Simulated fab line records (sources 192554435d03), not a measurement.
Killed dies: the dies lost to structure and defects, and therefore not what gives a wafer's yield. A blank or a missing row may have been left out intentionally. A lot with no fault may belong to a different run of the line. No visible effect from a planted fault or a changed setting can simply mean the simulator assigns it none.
Split-lot trial    flow n5_finfet    on a route of 1938 steps: 7 lots, 21 wafers read

## SPLIT DETAILS
At N5_PASSIVATION_ETCH_54 (etches SiO2 in CHF3/O2, target depth 880 nm, time 440 s), the setting time_s was moved away from the recipe's 440 s on 7 of the 21 wafers read, by -20.8% to +12.1%. All remaining wafers had this setting at the recipe value.

The reading is taken at the split's own step.

## THE READING
PASSIVATION.feature_depth_nm (the simulator's own value, which no gauge read), in nm, at N5_PASSIVATION_ETCH_54 (etches SiO2 in CHF3/O2, target depth 880 nm, time 440 s). The file gives no usual value for it. Here, 14 wafers ran the recipe; their average is 881.8 nm with a standard deviation of 20 nm.

wafer   tool, chamber at the split  time_s as run, s  against the recipe  PASSIVATION.feature_depth_nm, nm  against lot-mates on the recipe
L081.3  rie_diel-03, 3              440               recipe              896.6                             -
L081.4  rie_diel-03, 2              440               recipe              879                               -
L081.5  rie_diel-03, 0              440               recipe              882.4                             -
L082.1  rie_diel-02, 0              440               recipe              844                               -
L082.2  rie_diel-02, 3              440               recipe              882.2                             -
L082.5  rie_diel-02, 1              356.7             -18.9%              674.2                             -188.9
L091.2  rie_diel-06, 0              440               recipe              883                               -
L091.5  rie_diel-06, 0              440               recipe              878.8                             -
L091.6  rie_diel-06, 2              440               recipe              874.2                             -
L087.3  rie_diel-06, 3              440               recipe              923                               -
L087.4  rie_diel-06, 3              363               -17.5%              758.8                             -146.9
L087.5  rie_diel-06, 0              440               recipe              888.4                             -
L089.2  rie_diel-06, 1              440               recipe              863.4                             -
L089.4  rie_diel-06, 2              440               recipe              863.8                             -
L089.6  rie_diel-06, 3              440               recipe              918.8                             -
L093.1  rie_diel-06, 2              440               recipe              867.6                             -
L093.3  rie_diel-06, 3              493.4             +12.1%              1030                              +162.4
L093.5  rie_diel-06, 2              493.4             +12.1%              969.4                             +101.8
L097.1  rie_diel-06, 1              348.5             -20.8%              688.6                             no lot-mate on the recipe
L097.5  rie_diel-06, 1              348.5             -20.8%              688.6                             no lot-mate on the recipe
L097.6  rie_diel-06, 3              348.5             -20.8%              728                               no lot-mate on the recipe

FIT RESULTS
A straight line over all 21 wafers: PASSIVATION.feature_depth_nm changes by +9 nm for each +1% of time_s; r = +0.97; the points scatter about the line by 24 nm.
The same after taking each lot's own level away (the mean of its wafers on the recipe; 18 wafers): +9.78 nm for each +1%; r = +0.97; scatter 20 nm.
The reading moves by 2e+02 nm for the largest change in time_s, on that fit.
The lots' own levels span 863.10 to 905.70 nm, that is 2.1 times the standard deviation above.
Consequently the slope shifts little with the lot-to-lot level, the two slopes agreeing.
Check: -178 nm against its lot-mates is what the line predicts for one of the wafers moved furthest among these (-18.9%) when that wafer is left out of the fit. Against them it came out at -189 nm.

## ADDITIONAL SPLITS CARRIED BY THESE WAFERS
These wafers also went through other splits before the reading. Each is held against what the fit with the lots' levels taken away leaves over:
other split on the same wafers  wafers away from the commonest value  r with PASSIVATION.feature_depth_nm (lot level and that fit taken away)
N5_BEOL_M15_EXPOSE_25 dose_mj   5                                     -0.13
N5_BEOL_M15_ETCH_61 time_s      8                                     -0.25

## THE WHOLE CHAIN: every reading that the file lists as answering this split, in the file's order
step                     what it does                                             reading                                                                        change (the file's fit)                                                            r (the file's)
N5_PASSIVATION_ETCH_54   etches SiO2 in CHF3/O2, target depth 880 nm, time 440 s  etch.depth_nm (the simulator's own value, which no gauge read)                 +9.54 nm for each +1% of the setting                                               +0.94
N5_PASSIVATION_ETCH_54   etches SiO2 in CHF3/O2, target depth 880 nm, time 440 s  PASSIVATION.feature_depth_nm (the simulator's own value, which no gauge read)  +9.54 nm for each +1% of the setting                                               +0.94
N5_PASSIVATION_PROBE_49                                                           killed_at_other                                                                not straight: 1025.3 at the lowest setting, 2.4 at the recipe, 6.5 at the highest  not given

## THE FILE'S OWN FIT
PASSIVATION.feature_depth_nm changes by +9.54 nm for each +1% of time_s, r = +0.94.
